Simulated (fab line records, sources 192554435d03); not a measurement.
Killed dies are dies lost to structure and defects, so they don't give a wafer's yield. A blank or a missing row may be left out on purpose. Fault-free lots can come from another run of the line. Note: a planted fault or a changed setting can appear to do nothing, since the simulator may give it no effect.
The tool behind it: which one? | flow n5Finfet | 8 lots with 24 wafers sampled at 4 steps, on a route of 1938 steps

== WHAT THE GAUGES READ, wafer by wafer ==
N5_MOL_CONTACT_COAG_CD_MEAS_08 targets a cd of 28 nm.
lot  | measured    | on       | cdNm (nm)
L233 | day 5 01:25 | cdSem-03 | 28.51 28.28 27.85
L235 | day 5 08:47 | cdSem-01 | 28.02 27.94 28.30
L242 | day 7 06:22 | cdSem-01 | 27.98 27.82 28.23
L243 | day 7 13:11 | cdSem-02 | 27.08 27.04 27.02
L244 | day 7 16:59 | cdSem-03 | 27.03 26.73 27.09
L246 | day 8 06:26 | cdSem-02 | 28.04 27.93 27.75
L249 | day 9 02:47 | cdSem-03 | 27.55 28.17 27.94
L252 | day 9 17:50 | cdSem-02 | 27.72 28.46 27.82

== EACH LOT AND THE TOOL THAT RAN IT (in order: tool; ch and the chambers of the sampled wafers; start) ==
lot  | N5_GATE_CUT_ETCH_19              | N5_GATE_CUT_CMP_61           | N5_MOL_CONTACT_COAG_EXPOSE_05
L233 | rieDiel-05 ch 0,1,3, day 4 21:07 | cmp-04 ch 2,3, day 5 00:45   | euvScanner-01 ch 0, day 5 01:16
L235 | rieDiel-04 ch 0,3, day 5 05:14   | cmp-03 ch 0,1,2, day 5 08:13 | euvScanner-01 ch 0, day 5 08:40
L242 | rieDiel-05 ch 0,3, day 7 02:59   | cmp-04 ch 2,3, day 7 05:52   | euvScanner-02 ch 0, day 7 06:15
L243 | rieDiel-05 ch 0,2,3, day 7 09:33 | cmp-02 ch 0,2, day 7 12:24   | euvScanner-01 ch 0, day 7 13:03
L244 | rieDiel-02 ch 0,1, day 7 13:34   | cmp-03 ch 0,1,2, day 7 16:29 | euvScanner-01 ch 0, day 7 16:52
L246 | rieDiel-02 ch 0,1,3, day 8 02:56 | cmp-02 ch 0,1,3, day 8 05:47 | euvScanner-02 ch 0, day 8 06:18
L249 | rieDiel-05 ch 0,1,2, day 8 19:54 | cmp-03 ch 1,2, day 9 02:16   | euvScanner-02 ch 0, day 9 02:40
L252 | rieDiel-04 ch 0,1, day 9 14:18   | cmp-04 ch 1,2,3, day 9 17:11 | euvScanner-02 ch 0, day 9 17:43
- N5_GATE_CUT_ETCH_19: etches SiNx in CH3F/O2, target depth 53.7 nm, time 76.7 s.
- N5_GATE_CUT_CMP_61: polishes, stops on SiNx, t overpolish 3 s.
- N5_MOL_CONTACT_COAG_EXPOSE_05: exposes mask CA, defocus 0 nm.

== THE ANSWER, worked out from the rows above alone ==
Rule: usual is defined by the lots themselves. The widest of any qualifying gaps counts: lots, ordered by their means at a reading, are off when they make up no more than a third of the lots, leave a main group of 4 or more, and stand apart from it by 3 or more times the standard deviation of that group's means. A main group whose means are all the same, to the digits that the tables above print for the reading, isn't used. A lot without any number at a reading at which 4 lots or more have one is off too. Where the step has rows for the other lots, those lots are counted as sound.
Off at N5_MOL_CONTACT_COAG_CD_MEAS_08 (cdNm): L243, L244. Mean 28.02 nm and standard deviation 0.11 in the main group.
A tool fits if, at a process step before that reading, it ran every lot that is off, and no sound lot after the first of them. Those tools and the gauges at N5_MOL_CONTACT_COAG_CD_MEAS_08 are tried in the same way. One fits: N5_MOL_CONTACT_COAG_EXPOSE_05 on euvScanner-01. A fault onset in the window from L235 (day 5 08:40, its last sound lot) to L243 (day 7 13:03, its first lot off) fits.

== WHAT THE SIMULATOR HAD INSERTED ==
Drift in process parameters on euvScanner-01 at N5_MOL_CONTACT_COAG_EXPOSE_05, starting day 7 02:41. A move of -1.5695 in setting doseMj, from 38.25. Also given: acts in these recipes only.
Struck lots among those shown: L243, L244. The same result came from the rule above.
